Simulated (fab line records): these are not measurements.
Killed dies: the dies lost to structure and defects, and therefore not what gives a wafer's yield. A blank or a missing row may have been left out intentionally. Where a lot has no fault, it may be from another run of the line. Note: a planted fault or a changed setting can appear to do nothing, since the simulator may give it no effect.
Problem report in the 8D (eight disciplines) form, filled by code | flow nand harc | the parts of the form that need people (team, actions taken, sign-off) are left out

## 1. THE ISSUE
Mean of run length s at NHARC_A_CONTACT_ETCH_49: 394.6 s across 3 wafers in 3 lots; on wafers with no fault it is 496.6 s (standard deviation 0.49). That is -99 or more standard deviations from the usual mean.
The step: etches the open film in N2/H2, target depth 260 nm, time 475.3 s.
Seen first at day 29 06:12 on rie diel-04, wafer L617.6. Wafers with a number at this step in the record: 31, from 11 lots. By rule, "out" or "out of limits" means more than 4 standard deviations away from the usual mean. All remaining wafers that have a number are taken as sound.

## 2. WHAT IT IS, WHAT IT ISN'T
question                    | is                     | is not
which readings at this step | run length s           | drypump motor current A, mfc ar sccm, oes product au, rf vpp V, showerhead plenum p Torr, throttle valve pct
which lots                  | L617, L618, L619       | L601, L602, L603, L610, L611, L612, L623, L624
which wafers of those lots  | L617.6, L618.1, L619.6 | L617.2, L617.3, L618.3, L619.5
read on which tools         | rie diel-04            | rie diel-02, rie diel-03
when                        | from day 29 06:12      | up to then (20 sound wafers); but 8 sound wafers of L618, L619, L623, L624 came after

## 3. SUSPECTS, AND WHAT RULES EACH OUT
Counting: a tool at a process step up to the reading stays a suspect if it ran every lot that is out. Sound lots after the first of them don't rule it out here, since some wafers of a struck lot are sound.
- rie diel-04 at NHARC_A_CONTACT_ETCH_49 (etches the open film in N2/H2, target depth 260 nm, time 475.3 s): kept. It processed each lot that is out (first: L617, day 29 06:12); up to then, its last sound lot is L612 (day 26 11:50). Out on those wafers are its own readings of run length s.
Remaining after the count: rie diel-04 at NHARC_A_CONTACT_ETCH_49.

## 4. THE CAUSE (what the simulator had put in)
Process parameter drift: rie diel-04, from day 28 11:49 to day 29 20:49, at NHARC_A_CONTACT_ETCH_49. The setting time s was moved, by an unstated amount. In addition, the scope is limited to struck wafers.
This tool alone remained once counting was done.

## 5. SEQUENCE OF EFFECTS, ordered by route
One row per reading whose mean, taken over the struck wafers that have a number, lies over 3 standard deviations from the usual. Only readings whose record carries a usual standard deviation are examined. hours: median over the lots of the time between each lot's start at the first step of this table that gives one and its start at this step. sigmas: the change, counted in usual standard deviations.
hours | step                    | reading      | usual   | on struck wafers | change | sigmas
0     | NHARC_A_CONTACT_ETCH_49 | run length s | 496.6 s | 394.6            | -102.0 | -99 or more
Here are the process steps it includes:
- NHARC_A_CONTACT_ETCH_49: etches the open film in N2/H2, target depth 260 nm, time 475.3 s.
Readings that are blank on the struck wafers while sound wafers have them: bias w at NHARC_A_CONTACT_ETCH_49.
At these later measuring or inspecting steps, every struck wafer for which the step has a row has a number for every such reading, and none has moved that far: NHARC_END_SORT_01.

## 6. WHAT WOULD HAVE CAUGHT IT SOONER
In this record the first reading out of limits was taken at day 29 06:12, 18 hours after the fault began at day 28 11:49.
